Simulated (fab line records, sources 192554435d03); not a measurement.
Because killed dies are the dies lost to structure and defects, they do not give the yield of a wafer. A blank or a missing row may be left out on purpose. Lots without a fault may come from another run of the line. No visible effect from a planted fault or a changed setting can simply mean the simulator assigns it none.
Chamber matching || flow n5Finfet || 4 sister chambers for N5_BEOL_M1_ETCH_70 on rieDiel-02
The step etches SOC in N2/H2, target depth 80 nm, overetch 16 nm, time 120 s. 4 wafers are shown with their chamber, then 8 later ones without.

## WAFERS, EACH WITH ITS CHAMBER
{"wafer": "L079.1", "chamber": 1, "showerheadPlenumPTorr (Torr)": 2.53}
{"wafer": "L082.3", "chamber": 3, "showerheadPlenumPTorr (Torr)": 2.66}
{"wafer": "L083.6", "chamber": 2, "showerheadPlenumPTorr (Torr)": 2.41}
{"wafer": "L085.1", "chamber": 0, "showerheadPlenumPTorr (Torr)": 2.48}

## WAFERS WHOSE CHAMBER IS MISSING
{"wafer": "L085.2", "showerheadPlenumPTorr (Torr)": 2.53}
{"wafer": "L085.5", "showerheadPlenumPTorr (Torr)": 2.53}
{"wafer": "L092.1", "showerheadPlenumPTorr (Torr)": 2.48}
{"wafer": "L092.3", "showerheadPlenumPTorr (Torr)": 2.53}
{"wafer": "L092.4", "showerheadPlenumPTorr (Torr)": 2.40}
{"wafer": "L097.1", "showerheadPlenumPTorr (Torr)": 2.47}
{"wafer": "L097.5", "showerheadPlenumPTorr (Torr)": 2.40}
{"wafer": "L097.6", "showerheadPlenumPTorr (Torr)": 2.52}

## WHICH CHAMBER EACH WENT THROUGH
{"wafer": "L085.2", "from the rows above": 1, "in truth": 1}
{"wafer": "L085.5", "from the rows above": 1, "in truth": 1}
{"wafer": "L092.1", "from the rows above": 0, "in truth": 0}
{"wafer": "L092.3", "from the rows above": 1, "in truth": 1}
{"wafer": "L092.4", "from the rows above": 2, "in truth": 2}
{"wafer": "L097.1", "from the rows above": 0, "in truth": 0}
{"wafer": "L097.5", "from the rows above": 2, "in truth": 2}
{"wafer": "L097.6", "from the rows above": 1, "in truth": 1}
8 of 8 placed correctly. Number that these rows cannot place: 0. Wrongly placed: 0.
How it was worked out, from the rows above alone: a wafer's distance from a chamber is the root of the sum, over the readings, of the square of ((its reading less the chamber's mean) divided by the reading's scatter). The wafer belongs to the nearest chamber; if the next one is less than 2 further off, it can't be placed. A chamber's mean is the mean of its shown wafers. The scatter: with one shown wafer a chamber, the root of the mean of the squares of how far each hidden wafer lies from its nearest shown one.
